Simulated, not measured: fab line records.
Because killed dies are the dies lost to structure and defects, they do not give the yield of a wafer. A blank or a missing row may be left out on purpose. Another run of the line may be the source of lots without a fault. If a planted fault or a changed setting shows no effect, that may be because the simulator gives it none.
Which tool was responsible? -- flow nandHarc -- Sampling: 13 lots, 39 wafers, 5 of 1302 route steps

## WHAT EACH GAUGE READ, for each wafer
NHARC_END_SORT_01. Usual: killedAtArray 53, standard deviation 18; killedAtOther 0.8, standard deviation 1.1; killedAtPeriphery 4.1, standard deviation 2.7; killedDies 58, standard deviation 18; killedOpen 3.1, standard deviation 1.7; killedShort 2.7, standard deviation 1.7.
lot,measured,on,killedAtArray,killedAtOther,killedAtPeriphery,killedDies,killedOpen,killedShort,flag
L210,day 30 05:30,prober-01,37 44 51,1 1 0,4 3 3,42 48 54,2 2 4,0 1 3,

## WHICH TOOL RAN EACH LOT (tool, then ch and the chambers of the sampled wafers, then the start)
lot,NHARC_A_CHANNEL_HOLE_D2_ETCH_24,NHARC_A_CHANNEL_HOLE_D2_ETCH_26,NHARC_A_CHANNEL_FILL_D2_ETCHBACK_08,NHARC_A_CHANNEL_FILL_D2_RTA_24
L199,"harEtch-02 ch 0,1, day 13 09:56","harEtch-02 ch 0,1, day 13 11:29","rieDiel-06 ch 0,1, day 15 15:10 or earlier","rtpAnneal-02 ch 0, day 15 15:10"
L200,"harEtch-02 ch 0,1, day 13 23:55","harEtch-02 ch 0,1, day 14 01:34","rieDiel-05 ch 1,2,3, day 16 05:36 or earlier","rtpAnneal-02 ch 0, day 16 05:36"
L205,"harEtch-01 ch 0,1, day 16 05:00","harEtch-01 ch 0,1, day 16 06:39","rieDiel-06 ch 1,2,3, day 18 08:37 or earlier","rtpAnneal-01 ch 0, day 18 08:37"
L207,"harEtch-01 ch 0,1, day 17 02:55","harEtch-01 ch 0,1, day 17 04:35","rieDiel-06 ch 0,2,3, day 19 08:17 or earlier","rtpAnneal-01 ch 0, day 19 08:17"
L210,"harEtch-02 ch 0,1, day 18 06:39","harEtch-02 ch 0,1, day 18 08:17","rieDiel-05 ch 0,3, day 20 10:14 or earlier","rtpAnneal-01 ch 0, day 20 10:14"
L213,"harEtch-01 ch 0,1, day 19 09:44","harEtch-01 ch 0,1, day 19 11:18","rieDiel-12 ch 0,2,3, day 21 11:31 or earlier","rtpAnneal-01 ch 0, day 21 11:31"
L215,"harEtch-01 ch 0,1, day 20 07:26","harEtch-01 ch 0,1, day 20 09:06","rieDiel-05 ch 0,1,3, day 22 12:25 or earlier","rtpAnneal-02 ch 0, day 22 12:25"
L216,"harEtch-02 ch 0,1, day 20 12:19","harEtch-02 ch 0,1, day 20 13:59","rieDiel-06 ch 0,3, day 22 12:25 or earlier","rtpAnneal-01 ch 0, day 22 12:25"
L217,"harEtch-02 ch 0,1, day 20 23:05","harEtch-02 ch 0,1, day 21 00:32","rieDiel-12 ch 0,1,3, day 23 03:02 or earlier","rtpAnneal-02 ch 0, day 23 03:02"
L218,"harEtch-01 ch 1, day 21 01:07","harEtch-01 ch 1, day 21 02:39","rieDiel-05 ch 0,1,2, day 23 02:58 or earlier","rtpAnneal-01 ch 0, day 23 02:58"
L219,"harEtch-01 ch 0,1, day 22 09:18","harEtch-01 ch 0,1, day 22 10:52","rieDiel-12 ch 0,1,3, day 24 12:05 or earlier","rtpAnneal-02 ch 0, day 24 12:05"
L220,"harEtch-02 ch 0,1, day 22 09:38","harEtch-02 ch 0,1, day 22 11:17","rieDiel-06 ch 1,3, day 24 12:14 or earlier","rtpAnneal-01 ch 0, day 24 12:14"
L222,"harEtch-01 ch 0, day 23 01:03","harEtch-01 ch 0, day 23 02:35","rieDiel-05 ch 1,3, day 25 08:32 or earlier","rtpAnneal-01 ch 0, day 25 08:32"
- NHARC_A_CHANNEL_HOLE_D2_ETCH_24: etches the open film in C4F8/O2/Ar, time 906.2 s, target depth 1500 nm.
- NHARC_A_CHANNEL_HOLE_D2_ETCH_26: etches the open film in C4F8/O2/Ar, time 224.1 s, target depth 300 nm.
- NHARC_A_CHANNEL_FILL_D2_ETCHBACK_08: etches the open film in C4F8, target depth 220 nm, time 110 s.
- NHARC_A_CHANNEL_FILL_D2_RTA_24: time 5 s.

## WHAT THE TOOLS THEMSELVES READ (means of the sampled wafers that have a number; where no wafer has one, the mark that the record gives instead)
NHARC_A_CHANNEL_HOLE_D2_ETCH_24. Usual: drypumpMotorCurrentA 5.7 A, standard deviation 0.64; showerheadPlenumPTorr 3.66 Torr, standard deviation 0.18; throttleValvePct 32.235 %, standard deviation 0.0074.
lot,tool,drypumpMotorCurrentA (A),showerheadPlenumPTorr (Torr),throttleValvePct (%),flag
L199,harEtch-02,6.2,3.49,32.240,
L200,harEtch-02,6.1,3.49,32.230,
L205,harEtch-01,5.1,3.58,32.228,
L207,harEtch-01,5.0,3.54,32.231,
L210,harEtch-02,6.4,3.92,32.235,
L213,harEtch-01,5.1,3.52,32.232,
L215,harEtch-01,5.1,3.55,32.240,
L216,harEtch-02,6.4,3.90,32.228,
L217,harEtch-02,6.1,3.90,32.234,
L218,harEtch-01,5.1,3.57,32.229,
L219,harEtch-01,5.1,3.53,32.233,
L220,harEtch-02,6.1,3.89,32.237,
L222,harEtch-01,5.0,3.47,32.243,

NHARC_A_CHANNEL_HOLE_D2_ETCH_26. Usual: drypumpMotorCurrentA 5.7 A, standard deviation 0.63; showerheadPlenumPTorr 3.71 Torr, standard deviation 0.19; throttleValvePct 24.582 %, standard deviation 0.01.
lot,tool,drypumpMotorCurrentA (A),showerheadPlenumPTorr (Torr),throttleValvePct (%),flag
L199,harEtch-02,6.1,3.53,24.572,
L200,harEtch-02,6.1,3.53,24.589,
L205,harEtch-01,5.1,3.63,24.577,
L207,harEtch-01,5.0,3.58,24.572,
L210,harEtch-02,6.4,3.98,24.584,
L213,harEtch-01,5.1,3.56,24.593,
L215,harEtch-01,5.1,3.59,24.581,
L216,harEtch-02,6.4,3.96,24.578,
L217,harEtch-02,6.2,3.96,24.580,
L218,harEtch-01,5.1,3.61,24.582,
L219,harEtch-01,5.1,3.57,24.575,
L220,harEtch-02,6.2,3.95,24.593,
L222,harEtch-01,5.1,3.51,24.578,

NHARC_A_CHANNEL_FILL_D2_ETCHBACK_08. Usual: oesProductAu 0.96 a.u., standard deviation 0.036; rfVppV 441.0 V, standard deviation 2.9.
lot,tool,oesProductAu (a.u.),rfVppV (V),flag
L199,rieDiel-06,0.95,440.3,
L200,rieDiel-05,0.93,441.8,
L205,rieDiel-06,0.93,443.1,
L207,rieDiel-06,0.92,441.2,
L210,rieDiel-05,0.99,439.4,
L213,rieDiel-12,1.00,439.1,
L215,rieDiel-05,1.00,439.5,
L216,rieDiel-06,1.00,440.8,
L217,rieDiel-12,1.00,438.9,
L218,rieDiel-05,1.00,441.7,
L219,rieDiel-12,0.92,438.6,
L220,rieDiel-06,0.93,441.7,
L222,rieDiel-05,0.98,440.1,

NHARC_A_CHANNEL_FILL_D2_RTA_24. Usual: lampPowerPct 31.4 %, standard deviation 1; wafer_temp_C_max 1004.1, standard deviation 1.
lot,tool,lampPowerPct (%),wafer_temp_C_max,flag
L199,rtpAnneal-02,30.5,1003.6,
L200,rtpAnneal-02,30.5,1003.2,
L205,rtpAnneal-01,32.5,1005.0,
L207,rtpAnneal-01,32.5,1005.5,
L210,rtpAnneal-01,32.5,1004.3,
L213,rtpAnneal-01,32.6,1004.0,
L215,rtpAnneal-02,30.5,1004.0,
L216,rtpAnneal-01,32.6,1004.6,
L217,rtpAnneal-02,30.5,1003.4,
L218,rtpAnneal-01,32.6,1005.5,
L219,rtpAnneal-02,30.5,1003.3,
L220,rtpAnneal-01,32.6,1006.1,
L222,rtpAnneal-01,32.5,1004.2,

## THE ANSWER, worked out from the rows above alone
Rule: a lot is off if the mean of its wafers that have a number lies more than 3 standard deviations from the usual mean. Also off: a lot with no number at a reading for which 4 or more lots have one. Any other lot the step has rows for is counted as sound. Order of review: gauges by route order, followed by the tools' own readings, for which a lot's mean as printed above is used. At the first step where some lot is off, the reading lying furthest off is the one used; lots without a number count as furthest.
None of the lots is off at any reading shown; this tells nothing.

## WHAT THE SIMULATOR HAD INSERTED
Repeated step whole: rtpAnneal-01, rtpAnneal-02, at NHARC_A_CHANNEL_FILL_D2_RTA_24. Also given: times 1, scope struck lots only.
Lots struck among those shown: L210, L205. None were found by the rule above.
